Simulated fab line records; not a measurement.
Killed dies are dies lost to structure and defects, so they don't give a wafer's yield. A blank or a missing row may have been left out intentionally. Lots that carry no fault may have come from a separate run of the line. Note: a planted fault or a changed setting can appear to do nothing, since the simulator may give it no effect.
The tool behind it: which one?	flow n5 finfet	23 lots with 69 wafers sampled at 3 steps, on a route of 1938 steps

WHAT EACH GAUGE READ, for each wafer
N5_ILD0_INSPECT_06: inspects for defects (darkfield). Usual: raw defect count 38, standard deviation 15.
lot	measured	on	raw defect count	flag
L074	day 3 14:35	defect inspect-02	57 72 67	
L075	day 3 21:15	defect inspect-02	36 38 33	
L076	day 4 06:07	defect inspect-01	32 65 28	
L077	day 4 11:08	defect inspect-01	68 87 36	
L078	day 4 18:33	defect inspect-01	36 77 28	
L079	day 5 00:46	defect inspect-01	52 31 33	
L080	day 5 05:10	defect inspect-02	59 28 48	
L082	day 5 16:23	defect inspect-01	47 66 39	
L083	day 5 22:12	defect inspect-02	38 32 41	
L084	day 6 03:31	defect inspect-02	21 39 17	
L085	day 6 15:29	defect inspect-02	25 32 44	
L086	day 6 21:58	defect inspect-02	56 44 24	
L087	day 7 00:56	defect inspect-01	20 15 39	
L088	day 7 04:43	defect inspect-01	24 27 30	
L089	day 7 12:23	defect inspect-02	23 28 26	
L090	day 7 18:24	defect inspect-01	15 44 18	
L091	day 8 02:03	defect inspect-02	46 46 36	
L092	day 8 04:34	defect inspect-01	35 70 29	
L093	day 8 12:26	defect inspect-02	38 20 32	
L094	day 8 18:01	defect inspect-02	38 32 26	
L095	day 9 01:00	defect inspect-02	25 44 36	
L096	day 9 08:22	defect inspect-01	27 28 28	
L097	day 9 10:58	defect inspect-01	45 30 52	

WHAT TOOL EACH LOT RAN ON (gives the tool, then ch and the chambers of the sampled wafers, and finally the start)
lot	N5_SD_EPI_N_LINER_46	N5_SD_EPI_P_ETCHBACK_46
L074	ald sin-04 ch 0,1, day 3 02:57	rie diel-04 ch 0,2, day 3 04:07
L075	ald sin-01 ch 0,2, day 3 09:49	rie diel-04 ch 0,3, day 3 10:51
L076	ald sin-03 ch 1,2,3, day 3 18:32	rie diel-01 ch 2,3, day 3 19:41
L077	ald sin-03 ch 1,3, day 3 23:35	rie diel-01 ch 2,3, day 4 00:37
L078	ald sin-03 ch 0,1, day 4 06:48	rie diel-06 ch 2,3, day 4 07:57
L079	ald sin-04 ch 1,2,3, day 4 12:10	rie diel-06 ch 1,2, day 4 13:28
L080	ald sin-01 ch 2,3, day 4 16:11	rie diel-06 ch 1,2,3, day 4 17:21
L082	ald sin-01 ch 0,1,2, day 5 04:55	rie diel-06 ch 1,2,3, day 5 06:01
L083	ald sin-03 ch 1,2,3, day 5 10:32	rie diel-04 ch 2,3, day 5 11:53
L084	ald sin-03 ch 0,2,3, day 5 15:31	rie diel-01 ch 1,2, day 5 16:40
L085	ald sin-03 ch 1,2, day 6 04:08	rie diel-01 ch 0,1, day 6 05:10
L086	ald sin-04 ch 0,1,2, day 6 09:24	rie diel-04 ch 1,2,3, day 6 11:16
L087	ald sin-03 ch 1,3, day 6 12:49	rie diel-06 ch 0,1,3, day 6 14:17
L088	ald sin-04 ch 1,2,3, day 6 17:18	rie diel-01 ch 1,3, day 6 18:20
L089	ald sin-01 ch 0,2,3, day 7 00:44	rie diel-01 ch 1,2,3, day 7 01:54
L090	ald sin-04 ch 0,3, day 7 06:25	rie diel-01 ch 0,2,3, day 7 07:27
L091	ald sin-04 ch 1,2,3, day 7 14:05	rie diel-06 ch 0,3, day 7 15:30
L092	ald sin-03 ch 1,3, day 7 16:20	rie diel-06 ch 1,2,3, day 7 17:23
L093	ald sin-01 ch 0,1,2, day 8 00:40	rie diel-06 ch 0,1, day 8 01:49
L094	ald sin-03 ch 0,3, day 8 04:46	rie diel-06 ch 0,1, day 8 05:55
L095	ald sin-04 ch 0,1,2, day 8 11:06	rie diel-01 ch 1,2,3, day 8 12:18
L096	ald sin-04 ch 1,2,3, day 8 20:12	rie diel-04 ch 1,2,3, day 8 21:14
L097	ald sin-04 ch 0,2,3, day 8 23:32	rie diel-01 ch 1,2, day 9 00:38
- N5_SD_EPI_N_LINER_46: material SiNx, target thk 3 nm.
- N5_SD_EPI_P_ETCHBACK_46: etches SiNx in CH3F/O2, stops on SiO2, target depth 17.5 nm.

AS READ BY THE TOOLS THEMSELVES (means over the sampled wafers that have a number; for cases with no such wafer, the mark the record gives instead)
N5_SD_EPI_N_LINER_46. Usual: heater power w 834 W, standard deviation 98; susceptor temp C 399.98 C, standard deviation 0.25.
lot	tool	heater power w (W)	susceptor temp C (C)	flag
L074	ald sin-04	738	399.96	
L075	ald sin-01	811	400.12	
L076	ald sin-03	840	399.87	
L077	ald sin-03	912	399.90	
L078	ald sin-03	872	399.81	
L079	ald sin-04	811	400.10	
L080	ald sin-01	914	399.90	
L082	ald sin-01	885	399.93	
L083	ald sin-03	849	399.98	
L084	ald sin-03	848	400.21	
L085	ald sin-03	822	399.93	
L086	ald sin-04	772	399.79	
L087	ald sin-03	895	399.63	
L088	ald sin-04	819	399.97	
L089	ald sin-01	865	400.06	
L090	ald sin-04	740	399.90	
L091	ald sin-04	826	399.87	
L092	ald sin-03	888	400.08	
L093	ald sin-01	878	400.15	
L094	ald sin-03	916	399.89	
L095	ald sin-04	769	400.04	
L096	ald sin-04	824	399.86	
L097	ald sin-04	786	399.80	

N5_SD_EPI_P_ETCHBACK_46. Usual: drypump motor current A 5.7 A, standard deviation 0.67; oes product au 0.68 a.u., standard deviation 0.071; rf vpp V 298 V, standard deviation 3.2; showerhead plenum p Torr 2.00 Torr, standard deviation 0.061; throttle valve pct 16.35 %, standard deviation 0.2.
lot	tool	drypump motor current A (A)	oes product au (a.u.)	rf vpp V (V)	showerhead plenum p Torr (Torr)	throttle valve pct (%)	flag
L074	rie diel-04	5.9	0.66	298	1.93	16.44	
L075	rie diel-04	5.5	0.59	296	1.94	16.51	
L076	rie diel-01	5.2	0.63	298	1.97	16.35	
L077	rie diel-01	5.2	0.62	299	1.97	16.35	
L078	rie diel-06	5.6	0.63	299	1.96	16.68	
L079	rie diel-06	6.0	0.62	304	2.03	16.61	
L080	rie diel-06	5.6	0.62	302	1.98	16.58	
L082	rie diel-06	5.5	0.62	302	1.98	16.58	
L083	rie diel-04	6.1	0.72	300	1.97	16.32	
L084	rie diel-01	5.5	0.69	296	1.97	16.29	
L085	rie diel-01	6.3	0.73	293	2.03	16.16	
L086	rie diel-04	6.0	0.71	300	2.03	16.31	
L087	rie diel-06	5.4	0.69	299	1.98	16.37	
L088	rie diel-01	5.8	0.63	296	1.99	16.33	
L089	rie diel-01	5.7	0.66	296	1.98	16.32	
L090	rie diel-01	5.3	0.66	298	1.98	16.31	
L091	rie diel-06	5.5	0.67	297	1.95	16.50	
L092	rie diel-06	5.5	0.69	301	1.98	16.46	
L093	rie diel-06	5.4	0.68	302	2.01	16.30	
L094	rie diel-06	5.4	0.68	302	2.01	16.30	
L095	rie diel-01	5.7	0.72	296	1.98	16.19	
L096	rie diel-04	6.0	0.69	299	2.02	16.35	
L097	rie diel-01	6.1	0.68	295	2.00	16.28	

THE ANSWER, worked out from the rows above alone
Rule: a lot is off if the mean of its wafers that have a number lies more than 3 standard deviations from the usual mean. Also off: a lot with no number at a reading for which 4 or more lots have one. Any other lot the step has rows for is counted as sound. Order of review: gauges by route order, followed by the tools' own readings, for which a lot's mean as printed above is used. The first step at which some lot is off is used, and at that step the reading that is off furthest; a lot without a number counts as furthest.
None of the lots is off at any reading shown; this tells nothing.

WHAT WAS PUT IN BY THE SIMULATOR
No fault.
